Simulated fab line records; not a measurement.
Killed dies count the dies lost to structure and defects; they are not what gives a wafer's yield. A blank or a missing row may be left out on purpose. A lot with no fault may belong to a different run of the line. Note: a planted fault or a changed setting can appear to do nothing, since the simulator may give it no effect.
Struck lot and sound lot, side by side -- flow nand_harc -- 15 out of 1302 route steps
Sound: wafers L894.3, L894.4, L894.5. The struck wafers were L898.1, L898.5, L898.6. The cause comes at the end.
Each step with rows lists, per side, the tool, then ch with its chambers, then its first start. Under that, the readings that differ: sound wafers -- struck wafers -- difference of the means -- sigmas: that difference in standard deviations of wafers without a fault.
alike: same words and numbers on both sides, and readings whose means sit less than 2 such deviations apart. not compared: any withheld reading, any reading some wafer has no value for, any bound like >300 that may hide the same value, and any number with overlapping values for which the record gives no deviation.
A row with sigmas, a row that says differs or no value, or rows on one side alone: a step with any of these is where the two part. Numbers that don't overlap but have no deviation are shown without sigmas and don't part them. A reading that every wafer of one side lacks parts them only if that side has two wafers or more.

NHARC_A_CHANNEL_FILL_D1_ETCHBACK_20: etches the open film in C4F8/O2/Ar, target depth 27 nm, time 13.5 s.
  sound on rie_diel-05 ch 2,3, day 10 13:00; struck on rie_diel-10 ch 0,2,3, day 11 18:35
  alike: oes_product_au, rf_vpp_V
  not compared: rf_hours_counter_h
NHARC_A_CHANNEL_FILL_D1_STRIP_28: strips in O2, time 20 s.
  sound on rie_diel-05 ch 1,3, day 10 13:05; struck on rie_diel-10 ch 0,2,3, day 11 18:39
  alike: drypump_motor_current_A, o2_flow_sccm, oes_product_au, rf_vpp_V, showerhead_plenum_p_Torr, throttle_valve_pct
  not compared: rf_hours_counter_h
then, 4 steps without rows for these wafers: NHARC_A_CHANNEL_FILL_D1_PRECLEAN_21 (cleans in dHF, time 30 s); NHARC_A_CHANNEL_FILL_D1_SRD_23; NHARC_A_CHANNEL_FILL_D1_CVD_05 (deposits poly-Si, target thk 5 nm); NHARC_A_CHANNEL_FILL_D1_ANNEAL_22 (time 7200 s).
NHARC_A_CHANNEL_FILL_D1_THK_MEAS_06: measures by ellipsometry.
  struck on film_metro-02, day 12 06:29; sound on film_metro-02, day 11 00:54
  alike: thk_nm
NHARC_A_CHANNEL_FILL_D1_ALD_25: deposits SiOx, target thk 60 nm, pulse time 10 s, ald cycles 600.
  sound on ald_hk-01 ch 1,2, day 11 00:58; struck on ald_hk-04 ch 0,2,3, day 12 07:47
  alike: heater_power_w, precursor_pulse_height_rel
NHARC_A_CHANNEL_FILL_D1_ETCHBACK_08: etches the open film in C4F8, target depth 220 nm, time 110 s.
  sound: rie_diel-07 ch 1,2,3; struck: rie_diel-07 ch 1,2
  alike: oes_product_au, rf_vpp_V
  not compared: rf_hours_counter_h
then, 3 steps without rows for these wafers: NHARC_A_CHANNEL_FILL_D1_STRIP_29 (strips in O2, time 20 s); NHARC_A_CHANNEL_FILL_D1_PRECLEAN_30 (cleans in dHF, time 30 s); NHARC_A_CHANNEL_FILL_D1_SRD_31.
NHARC_A_CHANNEL_FILL_D1_CVD_09: deposits poly-Si, target thk 150 nm, time 3000 s.
  sound on lpcvd_poly-04 ch 0, day 11 09:06; struck on lpcvd_poly-02, day 12 14:40
  no value came back on the struck wafers for pressure_mtorr (mTorr), run_length_s (s); on the sound wafers pressure_mtorr (mTorr) reads 199.6 200.4 200.9
NHARC_A_CHANNEL_FILL_D1_CMP_10: polishes, target thk 150 nm.
  sound on cmp-04 ch 1,3, day 11 12:19; struck on cmp-01 ch 1,2, day 12 17:52
reading,sound,struck,difference,sigmas
time_to_endpoint_s (s),17 13 17,9 7 9,-7,-2
  alike: motor_current_A
  not compared: pad_life_wafers
-- record jumps: 13 days between struck wafers' starts before vs after; left off in module A_CHANNEL_FILL_D1, resumes in module END, first step shown is number 1302 of the route --
NHARC_END_SORT_01:
  here the record holds rows for the struck wafers (prober-01 ch 0, day 26 05:33) but none for the sound ones

## WHERE THEY PART
First at NHARC_A_CHANNEL_FILL_D1_CVD_09; last, within this record, at NHARC_END_SORT_01.

WHY: whatever the simulator had introduced
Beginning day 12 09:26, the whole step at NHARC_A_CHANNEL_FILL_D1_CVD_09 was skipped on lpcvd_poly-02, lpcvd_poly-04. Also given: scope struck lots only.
